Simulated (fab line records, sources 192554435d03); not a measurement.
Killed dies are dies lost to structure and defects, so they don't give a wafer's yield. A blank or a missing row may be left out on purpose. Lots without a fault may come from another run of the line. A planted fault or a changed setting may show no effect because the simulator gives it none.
Split-lot experiment | flow n5_finfet | 7 lots, 21 wafers read, on a route of 1938 steps

THE SPLIT
At N5_MIM_BOT_ETCH_ETCH_03 (etches the open film in Cl2/BCl3, target depth 12 nm), the setting icp_w was moved away from the recipe's 800 W on 9 of the 21 wafers read, by -17.2% to +15.6%. The other wafers ran this setting at the recipe's value.

The reading is taken at the split's own step.

THE READING
MIM_BOT_ETCH.cd_offset_nm (the simulator's own value, which no gauge read), in nm, at N5_MIM_BOT_ETCH_ETCH_03 (etches the open film in Cl2/BCl3, target depth 12 nm). The file gives no usual value for it. The 12 wafers here that ran the recipe average 0.1 nm, standard deviation 0.17 nm.

wafer  | tool, chamber at the split | icp_w as run, W | against the recipe | MIM_BOT_ETCH.cd_offset_nm, nm | against lot-mates on the recipe
L079.1 | rie_metal-01, 1            | 800             | recipe             | 0                             | -
L079.2 | rie_metal-01, 0            | 854.2           | +6.8%              | -0.4                          | -0.4
L079.6 | rie_metal-01, 0            | 854.2           | +6.8%              | -0.4                          | -0.4
L080.2 | rie_metal-02, 1            | 800             | recipe             | 0.2                           | -
L080.3 | rie_metal-02, 1            | 662.5           | -17.2%             | 1                             | +0.9
L080.5 | rie_metal-02, 1            | 800             | recipe             | 0                             | -
L082.2 | rie_metal-02, 1            | 858             | +7.3%              | -0.6                          | no lot-mate on the recipe
L082.3 | rie_metal-02, 1            | 858             | +7.3%              | -0.4                          | no lot-mate on the recipe
L082.5 | rie_metal-02, 0            | 858             | +7.3%              | -0.6                          | no lot-mate on the recipe
L085.1 | rie_metal-01, 0            | 925             | +15.6%             | -0.4                          | -0.7
L085.2 | rie_metal-01, 0            | 800             | recipe             | 0.2                           | -
L085.5 | rie_metal-01, 0            | 800             | recipe             | 0.4                           | -
L093.2 | rie_metal-02, 0            | 886.4           | +10.8%             | -0.8                          | -0.8
L093.4 | rie_metal-02, 0            | 886.4           | +10.8%             | -0.8                          | -0.8
L093.5 | rie_metal-02, 0            | 800             | recipe             | 0                             | -
L094.1 | rie_metal-03, 1            | 800             | recipe             | 0                             | -
L094.3 | rie_metal-03, 0            | 800             | recipe             | 0.2                           | -
L094.5 | rie_metal-03, 1            | 800             | recipe             | -0.2                          | -
L097.2 | rie_metal-03, 1            | 800             | recipe             | 0                             | -
L097.3 | rie_metal-03, 0            | 800             | recipe             | -0.2                          | -
L097.6 | rie_metal-03, 1            | 800             | recipe             | 0.2                           | -

THE FIT
A straight line over all 21 wafers: MIM_BOT_ETCH.cd_offset_nm changes by -0.0581 nm for each +1% of icp_w; r = -0.89; the points scatter about the line by 0.2 nm.
The same after taking each lot's own level away (the mean of its wafers on the recipe; 18 wafers): -0.0561 nm for each +1%; r = -0.94; scatter 0.14 nm.
On that fit, the largest move of icp_w shifts the reading by 0.96 nm.
The lots' own levels span 0.00 to 0.30 nm, that is 1.8 times the standard deviation above.
So the lot-to-lot level changes the slope little: the two slopes agree.
Check: with one of the wafers moved furthest among these (-17.2%) left out of the fit, the line predicts +0.995 nm for it against its lot-mates. It came out at +0.9 nm against them.

OTHER SPLITS ON THESE WAFERS
These wafers also went through other splits before the reading. Each is held against what the fit with the lots' levels taken away leaves over:
other split on the same wafers    | wafers away from the commonest value | r with MIM_BOT_ETCH.cd_offset_nm (lot level and that fit taken away)
N5_BEOL_M11_ETCH_62 bias_w        | 5                                    | -0.13
N5_BEOL_M11_COAT_22 spin_rpm      | 6                                    | +0.02
N5_BEOL_M12_COAT_22 spin_rpm      | 9                                    | +0.06
N5_BEOL_M12_ETCH_68 time_s        | 6                                    | +0.33
N5_BEOL_M13_SPUTTER_43 time_s     | 5                                    | +0.32
N5_BEOL_M15_TRENCH_ETCH_34 bias_w | 7                                    | +0.39
N5_BEOL_M15_SPUTTER_44 power_w    | 9                                    | +0.02

THE WHOLE CHAIN: every reading that the file lists as answering this split, in the file's order
step                    | what it does                                         | reading                                                                    | change (the file's fit)                | r (the file's)
N5_MIM_BOT_ETCH_ETCH_03 | etches the open film in Cl2/BCl3, target depth 12 nm | etch.depth_nm (the simulator's own value, which no gauge read)             | +0.108 nm for each +1% of the setting  | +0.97
N5_MIM_BOT_ETCH_ETCH_03 | etches the open film in Cl2/BCl3, target depth 12 nm | MIM_BOT_ETCH.cd_offset_nm (the simulator's own value, which no gauge read) | -0.0538 nm for each +1% of the setting | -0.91

THE FILE'S OWN FIT
MIM_BOT_ETCH.cd_offset_nm changes by -0.0538 nm for each +1% of icp_w, r = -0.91.
